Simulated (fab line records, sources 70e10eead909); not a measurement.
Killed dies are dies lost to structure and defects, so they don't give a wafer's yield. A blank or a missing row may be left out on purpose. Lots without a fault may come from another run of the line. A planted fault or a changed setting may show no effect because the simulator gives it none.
fab line records | flow nand_harc
record lots=24 wafers=72 last_day=34
route steps=1302 shown A_CHANNEL_FILL_D2@628 A_STAIRCASE@651
lots that met no fault: from a run of the same line without faults
start_h: hours from the record's first day to the start of the lot's first wafer shown | wait_h: hours since the lot's step before | " the same as in the row above | L1.1+2: a row that stands for several wafers | - no value, or no start given | * or withheld: withheld | < > ~ a bound
route shown NAME@n: a module of which the file shows steps, and the number in the route of the first | usual: mean/standard deviation of fault-free wafers | same: alike in all rows | chamber/n: place in a boat | sites: the reading at each site | _std_site: their standard deviation | _edge_site: outer sites' mean less inner sites' | radius_mm: how far each site lies from the wafer's centre | mask NAME#n: copy n | behind: the tool/chamber that last shaped the wafer | hold: why the lot was held/for how many hours/how that ended | device: the transistor (n, p or np) that didn't switch | end of line: the same wafers' tests at the end of the route | a step without rows: its recipe alone | killed: dies lost to structure and defects at the first sort, not the wafer's yield | map: a wafer's dies, x killed, . not, _ none there
set.NAME: the setting as run; set.NAME@STEP: as run at that earlier step | model.NAME: the simulator's own value behind a step, which no gauge read
steps of the route over a sample of lots; a table a step, a row a wafer
services: from which hour (start_h, from the record's first day; less than 0 if before it) a tool's chamber was out of use, for how many hours, and why
## steps
# step NHARC_A_CHANNEL_FILL_D2_ETCHBACK_08
# recipe target_depth_a=2200 time_s=110 c4f8_flow_sccm=20 ar_flow_sccm=withheld rf_w=600 bias_w=300 chemistry=C4F8
# usual oes_product_au=0.96/0.034 rf_vpp_V=441/3
# columns lot.wafer tool chamber start_h wait_h oes_product_au rf_hours_counter_h rf_vpp_V
L074.2 rie_diel-11 1 - - 0.98 2 440
L074.4 " 3 " " 0.99 3 441
L074.5 " 1 " " 0.97 - 439
L075.2 rie_diel-02 1 - - 0.99 23 437
L075.3 " 3 " " 0.98 22 436
L075.6 " 1 " " 0.99 - 437
L076.1 rie_diel-11 0 - - 0.93 4 445
L076.3 " 2 " " 0.94 4 442
L076.2 " 3 " " 0.94 4 440
L078.2 rie_diel-04 0 - - 1.01 0 445
L078.4 " 2 " " 1.00 0 440
L078.6 " 3 " " 0.98 - 437
L077.4 rie_diel-02 0 - - 0.98 33 441
L077.1 " 1 " " 0.99 32 437
L077.5 " 0 " " 0.97 - 442
L079.2 rie_diel-11 0 - - 0.99 5 444
L079.1 " 3 " " 0.99 4 441
L079.4 " 1 " " 0.97 - 439
L080.2 rie_diel-04 3 - - 0.98 1 437
L080.1 " 1 " " 0.99 1 438
L080.6 " 2 " " 0.99 - 440
L081.3 rie_diel-02 2 - - 1.00 1 439
L081.1 " 3 " " 0.98 1 447
L081.4 " 0 " " 0.99 1 440
L082.6 rie_diel-11 2 - - 0.93 - 441
L082.5 " 0 " " 0.92 - 446
L082.4 " 1 " " 0.91 - 440
L083.3 rie_diel-04 0 - - 0.94 2 446
L083.6 " 0 " " 0.93 - 444
L083.5 " 1 " " 0.92 - 437
L085.4 rie_diel-02 2 - - 1.00 6 439
L085.3 " 3 " " 0.99 6 446
L085.5 " 2 " " 1.01 - 439
L084.2 rie_diel-04 1 - - 0.97 2 439
L084.5 " 3 " " 1.00 - 438
L084.6 " 0 " " 1.01 - 445
L086.1 rie_diel-04 2 - - 0.93 3 438
L086.3 " 3 " " 0.92 4 437
L086.6 " 2 " " 0.92 - 439
L087.3 rie_diel-04 1 - - 0.99 3 439
L087.1 " 2 " " 0.96 4 440
L087.5 " 0 " " 0.99 - 445
L088.4 rie_diel-11 0 - - 0.92 2 446
L088.3 " 1 " " 0.93 1 439
L088.1 " 2 " " 0.94 2 441
L089.4 rie_diel-02 1 - - 1.00 14 437
L089.2 " 2 " " 1.01 14 441
L089.3 " 3 " " 1.00 12 446
L090.2 rie_diel-04 3 - - 0.95 5 436
L090.1 " 0 " " 0.97 5 446
L090.6 " 1 " " 0.93 - 438
L091.4 rie_diel-11 0 - - 0.92 3 444
L091.2 " 2 " " 0.93 3 440
L091.5 " 1 " " 0.92 - 440
L092.2 rie_diel-02 1 - - 1.00 20 437
L092.1 " 2 " " 1.01 20 440
L092.4 " 3 " " 0.98 18 445
L093.4 rie_diel-11 0 - - 0.98 3 444
L093.3 " 3 " " 1.03 3 440
L093.5 " 1 " " 0.99 - 440
L094.4 rie_diel-11 1 - - 0.92 2 440
L094.3 " 2 " " 0.94 3 440
L094.1 " 3 " " 0.95 3 440
L096.2 rie_diel-11 1 - - 0.91 3 440
L096.1 " 2 " " 0.93 4 439
L096.5 " 1 " " 0.91 - 439
L095.4 rie_diel-02 2 - - 1.01 26 439
L095.6 " 3 " " 0.98 - 445
L095.5 " 0 " " 0.98 - 439
L097.4 rie_diel-04 1 - - 0.91 2 437
L097.2 " 2 " " 0.91 1 439
L097.6 " 0 " " 0.92 - 447
# step NHARC_A_STAIRCASE_ETCH_169
# recipe target_depth_a=500 time_s=107.1 ion_energy_ev=120 ch3f_flow_sccm=50 o2_flow_sccm=30 ar_flow_sccm=200 rf_w=500 bias_w=100 chemistry=CH3F/O2
# usual drypump_motor_current_A=5.6/0.51 oes_product_au=0.964/0.018 rf_vpp_V=244.2/1.6 showerhead_plenum_p_Torr=2.46/0.11 throttle_valve_pct=20.663/0.01
# columns lot.wafer tool chamber start_h wait_h drypump_motor_current_A oes_product_au rf_hours_counter_h rf_vpp_V showerhead_plenum_p_Torr throttle_valve_pct
L075.3 rie_diel-09 2 349.76 0.1 6.1 0.940 7 246.8 2.63 20.674
L075.2 " 0 " " 6.0 0.940 8 243.8 2.35 20.666
L075.6 " 2 " " 6.1 0.947 - 246.6 2.63 20.659
L074.2 rie_diel-05 2 349.97 0.1 6.7 0.964 42 242.2 2.43 20.646
L074.4 " 0 " " 5.4 0.960 - 244.7 2.51 20.649
L074.5 " 2 " " 6.7 0.969 - 244.4 2.43 20.675
L076.2 rie_diel-05 3 373.06 0.2 5.2 0.928 46 242.9 2.36 20.654
L076.1 " 1 " " 5.3 0.961 48 242.9 2.36 20.655
L076.3 " 2 " " 6.7 0.953 52 244.1 2.43 20.669
L078.2 rie_diel-12 0 384.39 0.1 6.0 0.986 37 245.9 2.60 20.654
L078.4 " 1 " " 5.1 0.983 38 245.5 2.64 20.663
L078.6 " 2 " " 5.6 0.973 - 245.1 2.51 20.644
L077.4 rie_diel-05 3 390.63 0.1 5.3 0.943 49 242.2 2.36 20.660
L077.1 " 0 " " 5.4 0.970 52 244.4 2.50 20.643
L077.5 " 3 " " 5.3 0.938 - 242.8 2.36 20.676
L079.1 rie_diel-12 1 405.67 0.1 5.2 0.987 45 244.9 2.64 20.656
L079.2 " 2 " " 5.6 0.963 41 244.2 2.51 20.654
L079.4 " 3 " " 5.1 0.962 33 244.2 2.34 20.677
L080.1 rie_diel-09 0 405.82 0.1 6.0 0.938 25 242.2 2.35 20.664
L080.2 " 1 " " 6.2 0.941 29 245.4 2.60 20.666
L080.6 " 0 " " 6.0 0.933 - 242.9 2.35 20.642
L081.4 rie_diel-12 0 418.11 0.1 6.1 0.930 48 246.9 2.60 20.667
L081.3 " 1 " " 5.2 0.987 50 247.4 2.64 20.655
L081.1 " 2 " " 5.6 0.976 47 244.1 2.51 20.675
L082.4 rie_diel-05 2 426.57 0.1 6.7 0.970 1 243.7 2.42 20.652
L082.6 " 1 " " 5.3 0.946 - 244.0 2.35 20.672
L082.5 " 2 " " 6.7 0.975 - 243.3 2.42 20.676
L083.3 rie_diel-12 0 439.01 0.1 6.0 0.969 54 245.6 2.60 20.654
L083.5 " 2 " " 5.7 0.983 - 244.4 2.51 20.657
L083.6 " 3 " " 5.1 0.997 - 242.0 2.33 20.669
L085.3 rie_diel-05 3 452.01 0.1 5.3 0.974 14 241.6 2.35 20.660
L085.4 " 0 " " 5.4 1.002 14 244.2 2.49 20.665
L085.5 " 1 " " 5.3 0.956 - 242.1 2.35 20.674
L084.2 rie_diel-05 1 452.28 0.2 5.3 0.940 15 242.1 2.35 20.669
L084.5 " 3 " " 5.3 0.928 - 243.8 2.35 20.666
L084.6 " 0 " " 5.3 0.952 - 244.4 2.49 20.651
L086.1 rie_diel-12 1 479.69 0.1 5.2 0.985 8 246.2 2.63 20.668
L086.3 " 2 " " 5.7 0.963 7 244.8 2.50 20.677
L086.6 " 1 " " 5.1 0.985 - 246.8 2.63 20.672
L087.1 rie_diel-05 0 501.87 0.1 5.4 0.977 30 244.5 2.49 20.680
L087.3 " 1 " " 5.3 0.945 31 242.3 2.34 20.665
L087.5 " 0 " " 5.4 0.973 - 244.9 2.49 20.667
L089.4 rie_diel-05 1 504.98 0.1 5.3 0.980 31 242.7 2.34 20.652
L089.2 " 3 " " 5.3 0.954 28 243.6 2.35 20.651
L089.3 " 0 " " 5.4 0.977 31 245.6 2.49 20.652
L088.1 rie_diel-05 0 505.15 0.1 5.4 0.967 31 244.7 2.49 20.676
L088.4 " 1 " " 5.3 0.936 31 242.1 2.34 20.651
L088.3 " 2 " " 6.7 0.968 23 242.7 2.42 20.663
L090.1 rie_diel-12 1 521.38 0.1 5.2 0.996 18 246.0 2.63 20.660
L090.2 " 2 " " 5.6 0.981 19 244.9 2.50 20.662
L090.6 " 3 " " 5.1 0.976 - 241.3 2.32 20.651
L091.2 rie_diel-09 0 521.54 0.1 6.0 0.988 8 242.4 2.33 20.663
L091.4 " 1 " " 6.2 0.971 9 247.8 2.58 20.661
L091.5 " 0 " " 6.0 0.982 - 243.9 2.33 20.672
L092.1 rie_diel-05 0 536.83 0.1 5.4 0.975 46 243.9 2.48 20.659
L092.2 " 1 " " 5.3 0.963 42 241.6 2.34 20.662
L092.4 " 2 " " 6.7 1.007 35 244.2 2.41 20.662
L093.4 rie_diel-12 3 540.98 0.1 5.0 0.977 26 242.9 2.32 20.677
L093.3 " 2 " " 5.6 0.972 24 244.9 2.49 20.657
L093.5 " 0 " " 6.1 0.953 - 246.9 2.59 20.661
L094.3 rie_diel-12 1 547.28 0.1 5.2 0.975 27 247.3 2.62 20.685
L094.1 " 2 " " 5.7 0.964 27 244.0 2.49 20.664
L094.4 " 3 " " 5.1 0.973 - 242.7 2.32 20.672
L096.1 rie_diel-09 2 567.03 0.1 6.1 0.973 25 245.9 2.60 20.646
L096.2 " 0 " " 6.0 0.979 25 242.5 2.32 20.669
L096.5 " 3 " " 5.8 0.948 - 243.9 2.46 20.654
L095.4 rie_diel-05 1 571.68 0.1 5.2 0.954 53 242.5 2.33 20.657
L095.6 " 3 " " 5.2 0.931 - 243.3 2.34 20.658
L095.5 " 0 " " 5.4 0.964 - 244.9 2.48 20.668
L097.2 rie_diel-12 0 593.11 0.1 6.1 0.966 33 243.8 2.58 20.659
L097.4 " 3 " " 5.1 0.988 43 242.5 2.32 20.669
L097.6 " 1 " " 5.2 0.966 - 245.9 2.62 20.653
# step NHARC_A_STAIRCASE_ETCH_17
# recipe target_depth_a=1000 time_s=40.5 ion_energy_ev=400 c4f8_flow_sccm=20 o2_flow_sccm=10 ar_flow_sccm=withheld rf_w=600 bias_w=1000 chemistry=C4F8/O2
# usual oes_product_au=0.944/0.014 rf_vpp_V=897/5.8
# columns lot.wafer tool chamber start_h wait_h oes_product_au rf_hours_counter_h rf_vpp_V
L074.2 rie_diel-05 0 - - 0.943 41 899
L074.4 " 0 " " 0.943 - 898
L074.5 " 2 " " 0.948 - 896
L075.2 rie_diel-12 2 - - 0.951 27 898
L075.3 " 0 " " 0.936 26 905
L075.6 " 2 " " 0.945 - 899
L076.2 rie_diel-05 1 - - 0.971 49 890
L076.3 " 2 " " 0.962 53 894
L076.1 " 3 " " 0.922 46 891
L078.4 rie_diel-09 0 - - 0.963 19 891
L078.2 " 3 " " 0.939 17 898
L078.6 " 0 " " 0.955 - 892
L077.4 rie_diel-09 3 - - 0.941 19 897
L077.1 " 2 " " 0.919 24 903
L077.5 " 3 " " 0.950 - 895
L079.4 rie_diel-12 2 - - 0.951 42 898
L079.1 " 3 " " 0.951 34 889
L079.2 " 0 " " 0.932 45 903
L080.2 rie_diel-12 1 - - 0.952 47 905
L080.1 " 2 " " 0.950 42 899
L080.6 " 1 " " 0.950 - 904
L081.4 rie_diel-12 0 - - 0.935 49 903
L081.1 " 1 " " 0.959 51 904
L081.3 " 3 " " 0.955 39 890
L082.4 rie_diel-12 3 - - 0.968 42 889
L082.5 " 1 " " 0.943 - 906
L082.6 " 2 " " 0.964 - 897
L083.3 rie_diel-05 3 - - 0.940 9 891
L083.5 " 1 " " 0.937 - 890
L083.6 " 2 " " 0.962 - 894
L085.3 rie_diel-05 3 - - 0.923 16 891
L085.4 " 2 " " 0.938 10 894
L085.5 " 0 " " 0.951 - 899
L084.2 rie_diel-05 3 - - 0.920 16 891
L084.5 " 1 " " 0.924 - 890
L084.6 " 2 " " 0.940 - 894
L086.3 rie_diel-12 3 - - 0.952 9 889
L086.1 " 2 " " 0.936 7 898
L086.6 " 2 " " 0.945 - 896
L087.1 rie_diel-12 3 - - 0.960 15 889
L087.3 " 1 " " 0.973 14 906
L087.5 " 2 " " 0.942 - 898
L089.3 rie_diel-09 0 - - 0.947 1 890
L089.2 " 1 " " 0.922 1 902
L089.4 " 3 " " 0.917 1 897
L088.3 rie_diel-09 0 - - 0.957 1 890
L088.4 " 2 " " 0.926 2 904
L088.1 " 3 " " 0.934 2 898
L090.2 rie_diel-12 0 - - 0.940 19 901
L090.1 " 3 " " 0.955 22 889
L090.6 " 1 " " 0.962 - 904
L091.2 rie_diel-12 2 - - 0.926 20 897
L091.4 " 3 " " 0.944 22 889
L091.5 " 0 " " 0.937 - 903
L092.1 rie_diel-05 0 - - 0.937 47 897
L092.2 " 1 " " 0.912 43 890
L092.4 " 2 " " 0.951 36 894
L093.3 rie_diel-09 1 - - 0.931 21 901
L093.4 " 2 " " 0.950 - 905
L093.5 " 0 " " 0.955 - 890
L094.3 rie_diel-12 2 - - 0.951 28 897
L094.1 " 3 " " 0.951 30 890
L094.4 " 2 " " 0.948 - 897
L096.2 rie_diel-09 3 - - 0.933 22 895
L096.1 " 0 " " 0.943 25 889
L096.5 " 0 " " 0.948 - 888
L095.4 rie_diel-05 2 - - 0.960 47 893
L095.6 " 3 " " 0.957 - 890
L095.5 " 0 " " 0.954 - 896
L097.4 rie_diel-05 0 - - 0.941 0 896
L097.2 " 1 " " 0.937 0 889
L097.6 " 3 " " 0.956 - 890
# step NHARC_A_STAIRCASE_ETCH_23
# recipe target_depth_a=1000 time_s=40.5 ion_energy_ev=400 c4f8_flow_sccm=20 o2_flow_sccm=10 ar_flow_sccm=withheld rf_w=600 bias_w=1000 chemistry=C4F8/O2
# usual oes_product_au=0.953/0.015 rf_vpp_V=897/5.8
# columns lot.wafer tool chamber start_h wait_h oes_product_au rf_hours_counter_h rf_vpp_V
L074.2 rie_diel-12 0 - - 0.933 27 903
L074.4 " 2 " " 0.959 - 899
L074.5 " 0 " " 0.931 - 903
L075.2 rie_diel-05 1 - - 0.957 43 892
L075.3 " 2 " " 0.951 45 895
L075.6 " 2 " " 0.946 - 895
L076.3 rie_diel-12 2 - - 0.979 34 899
L076.2 " 0 " " 0.954 35 902
L076.1 " 1 " " 0.977 37 905
L078.2 rie_diel-05 0 - - 0.943 51 897
L078.4 " 3 " " 0.913 48 890
L078.6 " 0 " " 0.943 - 898
L077.1 rie_diel-09 3 - - 0.951 19 897
L077.4 " 1 " " 0.945 26 903
L077.5 " 0 " " 0.944 - 890
L079.1 rie_diel-09 3 - - 0.955 27 898
L079.2 " 0 " " 0.948 26 890
L079.4 " 1 " " 0.945 31 903
L080.2 rie_diel-09 3 - - 0.948 27 896
L080.1 " 0 " " 0.964 26 890
L080.6 " 1 " " 0.956 - 902
L081.4 rie_diel-09 3 - - 0.968 33 897
L081.1 " 0 " " 0.978 33 891
L081.3 " 1 " " 0.976 35 904
L082.4 rie_diel-12 2 - - 0.966 50 897
L082.5 " 0 " " 0.940 - 903
L082.6 " 1 " " 0.959 - 904
L083.3 rie_diel-05 3 - - 0.936 10 891
L083.5 " 1 " " 0.939 - 890
L083.6 " 2 " " 0.972 - 893
L085.4 rie_diel-09 0 - - 0.947 48 891
L085.3 " 1 " " 0.954 49 903
L085.5 " 2 " " 0.917 - 905
L084.2 rie_diel-12 1 - - 0.973 0 905
L084.6 " 0 " " 0.963 - 903
L084.5 " 1 " " 0.973 - 906
L086.1 rie_diel-05 2 - - 0.977 19 894
L086.3 " 3 " " 0.956 23 891
L086.6 " 2 " " 0.985 - 894
L087.1 rie_diel-12 2 - - 0.944 13 897
L087.3 " 3 " " 0.962 15 888
L087.5 " 2 " " 0.955 - 898
L089.2 rie_diel-05 3 - - 0.958 30 890
L089.4 " 0 " " 0.959 35 898
L089.3 " 1 " " 0.936 35 890
L088.4 rie_diel-09 1 - - 0.945 2 903
L088.3 " 2 " " 0.935 2 904
L088.1 " 0 " " 0.953 2 889
L090.1 rie_diel-12 0 - - 0.946 19 903
L090.2 " 3 " " 0.952 22 888
L090.6 " 0 " " 0.928 - 903
L091.2 rie_diel-12 3 - - 0.942 23 889
L091.4 " 0 " " 0.947 19 903
L091.5 " 1 " " 0.945 - 904
L092.2 rie_diel-09 1 - - 0.940 20 902
L092.4 " 3 " " 0.944 16 897
L092.1 " 0 " " 0.976 17 890
L093.3 rie_diel-12 3 - - 0.949 27 890
L093.4 " 2 " " 0.951 - 897
L093.5 " 1 " " 0.961 - 904
L094.3 rie_diel-12 3 - - 0.956 30 889
L094.1 " 1 " " 0.952 28 905
L094.4 " 2 " " 0.945 - 898
L096.1 rie_diel-09 1 - - 0.934 28 903
L096.2 " 2 " " 0.945 26 903
L096.5 " 3 " " 0.939 - 896
L095.4 rie_diel-12 2 - - 0.971 34 897
L095.6 " 3 " " 0.970 - 889
L095.5 " 0 " " 0.970 - 901
L097.4 rie_diel-09 3 - - 0.942 35 896
L097.2 " 1 " " 0.951 40 902
L097.6 " 2 " " 0.951 - 903
# step NHARC_A_STAIRCASE_TRIM_26
# recipe time_s=211.2 o2_flow_sccm=500 ar_flow_sccm=0 bias_w=0 chemistry=O2
# usual drypump_motor_current_A=5.7/0.47 oes_product_au=1.005/0.012 rf_vpp_V=57.9/0.94 showerhead_plenum_p_Torr=3.57/0.16 throttle_valve_pct=17.037/0.01
# columns lot.wafer tool chamber start_h wait_h drypump_motor_current_A oes_product_au rf_hours_counter_h rf_vpp_V showerhead_plenum_p_Torr throttle_valve_pct
L074.2 rie_diel-12 2 - - 5.6 1.014 28 58.0 3.61 17.052
L074.4 " 1 " " 5.2 1.017 - 60.0 3.79 17.033
L074.5 " 0 " " 6.1 0.986 - 58.2 3.74 17.032
L075.2 rie_diel-05 1 - - 5.3 1.011 43 58.6 3.39 17.053
L075.3 " 2 " " 6.7 1.008 45 58.5 3.49 17.029
L075.6 " 0 " " 5.4 1.001 - 58.0 3.59 17.046
L076.3 rie_diel-12 0 - - 6.1 0.985 36 58.9 3.73 17.040
L076.1 " 2 " " 5.7 1.006 34 58.3 3.60 17.045
L076.2 " 3 " " 5.1 1.002 26 56.3 3.36 17.005
L078.2 rie_diel-05 1 - - 5.2 1.009 53 57.6 3.38 17.040
L078.4 " 2 " " 6.7 0.997 56 56.1 3.48 17.038
L078.6 " 2 " " 6.7 1.007 - 57.3 3.48 17.042
L077.4 rie_diel-09 1 - - 6.2 0.995 26 59.0 3.73 17.032
L077.1 " 0 " " 6.0 1.002 21 57.1 3.37 17.043
L077.5 " 2 " " 6.1 0.979 - 58.6 3.76 17.055
L079.4 rie_diel-09 1 - - 6.2 1.014 31 58.1 3.73 17.031
L079.1 " 2 " " 6.1 0.983 32 57.2 3.76 17.025
L079.2 " 3 " " 5.8 1.009 27 59.0 3.56 17.022
L080.1 rie_diel-09 2 - - 6.1 0.994 32 58.2 3.76 17.043
L080.2 " 3 " " 5.8 1.026 27 56.7 3.56 17.025
L080.6 " 3 " " 5.8 1.023 - 57.5 3.56 17.034
L081.3 rie_diel-09 3 - - 5.8 1.021 33 58.6 3.55 17.028
L081.4 " 0 " " 6.0 1.003 33 59.3 3.37 17.033
L081.1 " 2 " " 6.1 0.977 36 57.2 3.75 17.036
L082.4 rie_diel-12 0 - - 6.1 0.989 53 57.2 3.72 17.046
L082.6 " 3 " " 5.1 1.018 - 57.2 3.35 17.031
L082.5 " 0 " " 6.1 0.988 - 58.1 3.72 17.034
L083.3 rie_diel-05 2 - - 6.7 1.015 5 57.5 3.48 17.046
L083.6 " 1 " " 5.3 0.990 - 58.8 3.38 17.051
L083.5 " 2 " " 6.8 1.014 - 56.9 3.48 17.047
L085.4 rie_diel-09 2 - - 6.1 0.995 44 57.6 3.75 17.036
L085.3 " 3 " " 5.8 1.007 48 58.2 3.55 17.047
L085.5 " 1 " " 6.2 1.018 - 57.5 3.71 17.041
L084.2 rie_diel-12 3 - - 5.1 1.014 0 56.3 3.35 17.041
L084.5 " 3 " " 5.1 1.007 - 55.8 3.35 17.027
L084.6 " 0 " " 6.0 1.014 - 58.0 3.72 17.014
L086.1 rie_diel-05 0 - - 5.4 1.016 24 56.7 3.57 17.054
L086.3 " 3 " " 5.3 0.999 24 56.4 3.38 17.051
L086.6 " 0 " " 5.4 1.015 - 56.5 3.57 17.042
L087.3 rie_diel-12 0 - - 6.1 1.001 16 58.9 3.71 17.037
L087.1 " 1 " " 5.2 1.011 16 58.3 3.76 17.033
L087.5 " 0 " " 6.1 1.012 - 58.9 3.71 17.042
L089.3 rie_diel-05 3 - - 5.3 0.994 31 57.7 3.37 17.037
L089.2 " 1 " " 5.2 0.997 35 56.8 3.36 17.040
L089.4 " 2 " " 6.8 1.016 26 59.3 3.47 17.040
L088.3 rie_diel-09 0 - - 6.0 1.002 2 56.0 3.35 17.029
L088.4 " 1 " " 6.2 1.003 2 59.1 3.71 17.045
L088.1 " 2 " " 6.1 0.992 2 58.6 3.74 17.038
L090.2 rie_diel-12 2 - - 5.7 1.010 21 57.6 3.58 17.035
L090.1 " 0 " " 6.1 1.003 19 58.0 3.71 17.040
L090.6 " 3 " " 5.1 1.008 - 57.7 3.34 17.059
L091.2 rie_diel-12 1 - - 5.1 1.014 20 58.3 3.76 17.039
L091.4 " 3 " " 5.1 1.004 23 56.1 3.34 17.048
L091.5 " 2 " " 5.7 1.001 - 57.0 3.58 17.048
L092.4 rie_diel-09 1 - - 6.2 0.993 20 56.9 3.70 17.044
L092.2 " 2 " " 6.1 0.991 19 58.4 3.73 17.026
L092.1 " 3 " " 5.8 0.987 16 57.6 3.53 17.050
L093.4 rie_diel-05 2 545.15 - 6.7 1.006 37 58.0 3.46 17.031
L093.3 " 3 " " 5.3 0.987 43 57.0 3.37 17.037
L093.5 " 1 " " 5.3 0.981 - 56.7 3.36 17.038
L094.1 rie_diel-12 1 - - 5.1 1.018 28 59.0 3.76 17.037
L094.3 " 2 " " 5.7 1.015 29 56.7 3.57 17.046
L094.4 " 2 " " 5.7 1.011 - 56.8 3.57 17.025
L096.1 rie_diel-09 0 - - 6.0 1.022 25 58.8 3.34 17.045
L096.2 " 1 " " 6.2 0.995 28 57.7 3.69 17.018
L096.5 " 1 " " 6.2 1.006 - 59.4 3.69 17.024
L095.4 rie_diel-12 2 - - 5.7 1.012 34 58.0 3.57 17.033
L095.5 " 0 " " 6.1 1.008 - 57.6 3.70 17.043
L095.6 " 1 " " 5.1 1.010 - 58.6 3.75 17.045
L097.4 rie_diel-09 3 - - 5.8 0.973 35 58.5 3.52 17.033
L097.2 " 0 " " 6.0 1.017 38 57.9 3.33 17.027
L097.6 " 2 " " 6.1 0.976 - 58.5 3.72 17.030
# step NHARC_A_STAIRCASE_STRIP_254
# recipe power_w=1500 temp_c=250 chemistry=O2
# usual drypump_motor_current_A=5.7/0.38 heater_power_w=333/35
# columns lot.wafer tool chamber start_h wait_h drypump_motor_current_A heater_power_w rf_hours_counter_h
L074.2 plasma_asher-01 1 366.52 - 6.1 343 2
L074.4 " 0 " " 5.3 382 -
L074.5 " 0 " " 5.3 376 -
L075.2 plasma_asher-01 1 369.07 - 6.1 358 5
L075.3 " 1 " " 6.1 348 -
L075.6 " 0 " " 5.4 374 -
L076.1 plasma_asher-01 0 387.48 - 5.3 378 8
L076.2 " 1 " " 6.1 346 8
L076.3 " 0 " " 5.3 378 -
L078.2 plasma_asher-01 0 397.24 - 5.3 357 10
L078.4 " 1 " " 6.1 342 -
L078.6 " 1 " " 6.1 346 -
L077.1 plasma_asher-01 1 404.13 - 6.1 347 12
L077.4 " 1 " " 6.1 344 -
L077.5 " 1 " " 6.1 353 -
L079.1 plasma_asher-01 0 420.29 - 5.4 377 15
L079.2 " 1 " " 6.1 346 15
L079.4 " 0 " " 5.4 376 -
L080.2 plasma_asher-02 1 424.98 - 5.3 294 35
L080.1 " 0 " " 6.0 311 35
L080.6 " 0 " " 6.0 305 -
L081.1 plasma_asher-01 0 432.37 - 5.3 375 17
L081.4 " 0 " " 5.4 374 -
L081.3 " 1 " " 6.1 344 -
L082.4 plasma_asher-02 1 439.55 - 5.2 285 -
L082.6 " 1 " " 5.3 285 -
L082.5 " 0 " " 6.0 322 -
L083.3 plasma_asher-01 0 453.51 - 5.4 376 -
L083.6 " 1 " " 6.1 353 -
L083.5 " 0 " " 5.3 373 -
L085.4 plasma_asher-01 1 467.95 - 6.1 343 -
L085.3 " 0 " " 5.3 371 -
L085.5 " 0 " " 5.3 379 -
L084.2 plasma_asher-02 1 468.57 - 5.2 290 8
L084.6 " 1 " " 5.2 284 -
L084.5 " 0 " " 6.0 326 -
L086.1 plasma_asher-01 1 495.03 - 6.1 350 29
L086.3 " 1 " " 6.1 342 -
L086.6 " 1 " " 6.1 356 -
L087.1 plasma_asher-02 1 518.34 - 5.3 288 15
L087.3 " 0 " " 6.0 317 -
L087.5 " 1 " " 5.3 288 -
L089.2 plasma_asher-02 0 519.07 - 6.0 316 15
L089.3 " 1 " " 5.2 282 -
L089.4 " 0 " " 6.0 314 -
L088.1 plasma_asher-02 1 519.96 - 5.3 285 16
L088.4 " 1 " " 5.3 282 -
L088.3 " 0 " " 6.0 316 -
L090.1 plasma_asher-01 0 535.01 - 5.3 401 1
L090.2 " 1 " " 6.1 356 1
L090.6 " 0 " " 5.3 402 -
L091.2 plasma_asher-02 1 540.98 - 5.3 287 23
L091.4 " 0 " " 6.0 325 -
L091.5 " 0 " " 6.0 317 -
L092.1 plasma_asher-02 1 550.99 - 5.3 288 24
L092.2 " 0 " " 6.0 318 24
L092.4 " 0 " " 5.9 318 -
L093.3 plasma_asher-02 0 554.86 - 6.0 313 -
L093.4 " 1 " " 5.3 283 -
L093.5 " 1 " " 5.3 290 -
L094.1 plasma_asher-02 0 561.06 - 6.0 312 28
L094.4 " 1 " " 5.3 285 -
L094.3 " 0 " " 6.0 309 -
L096.2 plasma_asher-02 1 584.00 - 5.3 292 35
L096.1 " 0 " " 6.0 316 35
L096.5 " 0 " " 6.0 321 -
L095.4 plasma_asher-02 1 588.27 - 5.3 281 -
L095.5 " 1 " " 5.3 287 -
L095.6 " 0 " " 6.0 315 -
L097.2 plasma_asher-01 1 606.63 - 6.1 374 12
L097.4 " 0 " " 5.4 399 -
L097.6 " 1 " " 6.1 359 -
## services
# columns tool chamber start_h hours kind
rie_diel-09 - 320.12 9.0 pm
rie_diel-12 3 338.90 21.6 repair
plasma_asher-01 - 342.11 9.0 pm
rie_diel-05 3 343.92 16.0 repair
plasma_asher-02 - 363.25 6.3 repair
rie_diel-09 3 369.41 2.4 repair
plasma_asher-02 - 396.78 1.3 repair
rie_diel-05 - 406.60 9.0 pm
plasma_asher-02 - 426.24 9.0 pm
rie_diel-09 2 436.62 4.4 repair
rie_diel-12 - 446.93 9.0 pm
rie_diel-12 0 476.15 8.5 repair
plasma_asher-02 - 494.51 6.6 repair
rie_diel-09 - 497.12 9.0 pm
plasma_asher-01 - 519.19 9.0 pm
rie_diel-05 1 526.54 6.4 repair
plasma_asher-01 - 538.97 2.6 repair
rie_diel-05 - 541.85 0.6 repair
rie_diel-09 3 542.58 2.1 repair
rie_diel-05 - 544.38 0.7 repair
rie_diel-12 - 551.43 0.1 repair
plasma_asher-01 - 572.59 17.6 repair
rie_diel-05 - 583.60 9.0 pm
rie_diel-05 0 598.63 27.0 repair
## key
fault none
